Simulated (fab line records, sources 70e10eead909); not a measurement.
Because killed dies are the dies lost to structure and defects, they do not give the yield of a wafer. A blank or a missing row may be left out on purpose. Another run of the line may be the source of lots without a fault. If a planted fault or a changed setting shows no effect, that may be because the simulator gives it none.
Chamber matching | flow nand harc | 4 sister chambers for NHARC_P_M1_DESCUM_14 on rie diel-07
The step chemistry O2, time 3 s. 20 wafers are shown with their chamber, then 10 later ones without.

WAFERS WITH THEIR CHAMBER
wafer  | chamber | drypump motor current A (A) | showerhead plenum p Torr (Torr) | oes product au (a.u.)
L074.2 | 1       | 5.4                         | 1.94                            | 0.999
L074.3 | 0       | 5.5                         | 1.98                            | 1.020
L074.4 | 3       | 5.9                         | 1.95                            | 1.001
L075.2 | 3       | 5.9                         | 1.95                            | 0.992
L075.3 | 0       | 5.6                         | 1.98                            | 1.003
L075.5 | 1       | 5.4                         | 1.94                            | 0.983
L076.1 | 3       | 5.9                         | 1.95                            | 0.987
L076.5 | 0       | 5.5                         | 1.98                            | 1.008
L076.6 | 1       | 5.4                         | 1.94                            | 1.000
L081.4 | 1       | 5.4                         | 1.94                            | 0.995
L081.5 | 2       | 6.6                         | 1.94                            | 1.000
L081.6 | 3       | 5.9                         | 1.94                            | 1.007
L082.1 | 3       | 5.9                         | 1.94                            | 0.975
L082.4 | 1       | 5.4                         | 1.94                            | 0.993
L082.5 | 2       | 6.6                         | 1.94                            | 0.983
L087.1 | 2       | 6.6                         | 1.93                            | 0.992
L087.2 | 1       | 5.4                         | 1.94                            | 0.994
L087.3 | 0       | 5.5                         | 1.97                            | 1.010
L089.1 | 3       | 5.9                         | 1.94                            | 0.979
L089.2 | 1       | 5.4                         | 1.94                            | 1.004

SIGNATURES, as means of the wafers listed above
reading                  | chamber 0 | chamber 1 | chamber 2 | chamber 3 | scatter within a chamber
drypump motor current A  | 5.525     | 5.400     | 6.600     | 5.900     | 0.0217
showerhead plenum p Torr | 1.9775    | 1.9400    | 1.9367    | 1.9450    | 0.00427
oes product au           | 1.01025   | 0.99543   | 0.99167   | 0.99017   | 0.00914
Rule: a wafer's distance from a chamber is the root of the sum, over the readings, of the square of ((its reading less the chamber's mean) divided by the reading's scatter). The wafer belongs to the nearest chamber; if the next one is less than 2 further off, it can't be placed. The scatter is the square root of a quotient: the sum, over the shown wafers, of each reading's squared deviation from its chamber's mean, divided by wafers minus chambers.

WAFERS WITHOUT THEIR CHAMBER
wafer  | drypump motor current A (A) | showerhead plenum p Torr (Torr) | oes product au (a.u.)
L089.3 | 5.5                         | 1.97                            | 1.013
L092.1 | 5.9                         | 1.94                            | 1.005
L092.2 | 5.6                         | 1.97                            | 1.007
L092.4 | 5.4                         | 1.94                            | 1.022
L093.1 | 5.4                         | 1.94                            | 1.028
L093.3 | 5.9                         | 1.94                            | 0.997
L093.5 | 5.6                         | 1.97                            | 1.013
L096.1 | 6.6                         | 1.93                            | 1.010
L096.2 | 5.6                         | 1.97                            | 1.023
L096.3 | 5.9                         | 1.94                            | 0.991

WHICH CHAMBER EACH WENT THROUGH
wafer  | from the rows above | in truth
L089.3 | 0                   | 0
L092.1 | 3                   | 3
L092.2 | 0                   | 0
L092.4 | 1                   | 1
L093.1 | 1                   | 1
L093.3 | 3                   | 3
L093.5 | 0                   | 0
L096.1 | 2                   | 2
L096.2 | 0                   | 0
L096.3 | 3                   | 3
Correctly placed: 10 of 10. From these rows, 0 cannot be placed. Wrongly placed: 0.
